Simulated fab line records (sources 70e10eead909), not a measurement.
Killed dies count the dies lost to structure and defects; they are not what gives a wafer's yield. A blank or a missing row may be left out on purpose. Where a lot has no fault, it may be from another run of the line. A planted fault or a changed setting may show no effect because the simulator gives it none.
A lot that was struck, set against a sound lot || flow nand-harc || 15 out of 1302 route steps
Sound: these wafers, L302.1, L302.2, L302.4. Struck: wafer L316.6. The cause comes at the end.
For every step that has rows: the tool of each side, followed by ch and its chambers, followed by its first start. Under that, the readings that differ: sound wafers || struck wafers || difference of the means || sigmas: that difference in standard deviations of wafers without a fault.
alike: a reading whose means differ by less than 2 such deviations, as well as words and numbers matching on both sides. not compared: withheld readings; readings where some wafer has no value; bounds like >300 that might hide an equal value; numbers whose values overlap and for which the record gives no deviation.
A row with sigmas, a row that says differs or no value, or rows on one side alone: a step with any of these is where the two part. Numbers that have no deviation but don't overlap get no sigmas and don't part them. Lack of a reading on every wafer of one side parts them only where that side has two or more wafers.

NHARC_A_CHANNEL_HOLE_D2_XSEM_32:
  sound on xsem-02 ch 0, day 13 23:56; struck on xsem-02 ch 0, day 20 03:14
{"reading": "bow-nm (nm)", "sound": "9.02 9.10 9.00", "struck": 8.36, "difference": -0.68, "sigmas": -2}
  alike: bot-cd-nm, tilt-deg
NHARC_A_CHANNEL_HOLE_D2_INSPECT_40:
  sound: defect-inspect-01 at day 14 00:02; struck: defect-inspect-02 at day 20 03:19
  alike: raw-defect-count
then, 2 steps without rows for these wafers: NHARC_A_CHANNEL_FILL_D2_PRECLEAN_00 (cleans in SC1); NHARC_A_CHANNEL_FILL_D2_SRD_01.
NHARC_A_CHANNEL_FILL_D2_ALD_02: deposits SiO2, target thk 6 nm, pulse time 10 s, ald cycles 60.
  sound on ald-hk-03 ch 0,2,3, day 14 00:13; struck on ald-hk-03 ch 1, day 20 03:52
{"reading": "heater-power-w (W)", "sound": "466 464 518", "struck": 602, "difference": "+119", "sigmas": "+2"}
  alike: precursor-pulse-height-rel
  not compared: since-wet-clean-h
NHARC_A_CHANNEL_FILL_D2_ALD_03: deposits SiNx, target thk 6 nm, pulse time 60 s, ald cycles 58.
  sound: ald-sin-batch-03 ch 0; struck: ald-sin-batch-01 ch 0
  alike: precursor-pulse-height-rel
then, 1 step without rows for these wafers: NHARC_A_CHANNEL_FILL_D2_ALD_14 (deposits SiO2, target thk 2.5 nm, pulse time 10 s, ald cycles 25).
NHARC_A_CHANNEL_FILL_D2_ALD_15: deposits SiNx, target thk 2 nm, pulse time 60 s, ald cycles 19.
  sound: ald-sin-batch-02 ch 0; struck: ald-sin-batch-01 ch 0
  alike: precursor-pulse-height-rel
then, 4 steps without rows for these wafers: NHARC_A_CHANNEL_FILL_D2_ALD_16 (deposits SiO2, target thk 1.5 nm, pulse time 10 s, ald cycles 15); NHARC_A_CHANNEL_FILL_D2_ANNEAL_17 (time 1800 s); NHARC_A_CHANNEL_FILL_D2_CVD_18 (deposits poly-Si, target thk 3 nm); NHARC_A_CHANNEL_FILL_D2_ETCHBACK_19 (etches the open film in HBr/Cl2, target depth 5 nm, time 1.7 s).
NHARC_A_CHANNEL_FILL_D2_ETCHBACK_20: etches the open film in C4F8/O2/Ar, target depth 27 nm, time 13.5 s.
  sound on rie-diel-11 ch 0,1,2, day 15 00:21; struck on rie-diel-02 ch 1, day 21 03:28
{"reading": "run-length-s (s)", "sound": "35.1 35.1 34.6", "struck": 36.5, "difference": "+1.6", "sigmas": "+4"}
  alike: oes-product-au, rf-vpp-V
  not compared: rf-hours-counter-h
NHARC_A_CHANNEL_FILL_D2_STRIP_28: strips in O2, time 20 s.
  sound on rie-diel-11 ch 0,2,3, day 15 00:26; struck on rie-diel-02 ch 1, day 21 03:32
  alike: drypump-motor-current-A, oes-product-au, rf-vpp-V, showerhead-plenum-p-Torr, throttle-valve-pct
  not compared: rf-hours-counter-h
-- the record jumps here: 10 days lie between the struck wafers' starts before and after (it left off in module A_CHANNEL_FILL_D2 and takes up again in module END, whose first step shown is number 1302 of the route) --
NHARC_END_SORT_01:
  sound on prober-01 ch 0, day 24 23:43; struck on prober-02 ch 0, day 30 18:08
  alike: killed-at-array, killed-at-other, killed-at-periphery, killed-dies, killed-open, killed-short

## WHERE THEY PART
Earliest at NHARC_A_CHANNEL_HOLE_D2_XSEM_32; latest, in this record, at NHARC_A_CHANNEL_FILL_D2_ETCHBACK_20. Later steps at which nothing parts them and some readings are alike: NHARC_A_CHANNEL_FILL_D2_STRIP_28, NHARC_END_SORT_01.

WHY: the cause the simulator had injected
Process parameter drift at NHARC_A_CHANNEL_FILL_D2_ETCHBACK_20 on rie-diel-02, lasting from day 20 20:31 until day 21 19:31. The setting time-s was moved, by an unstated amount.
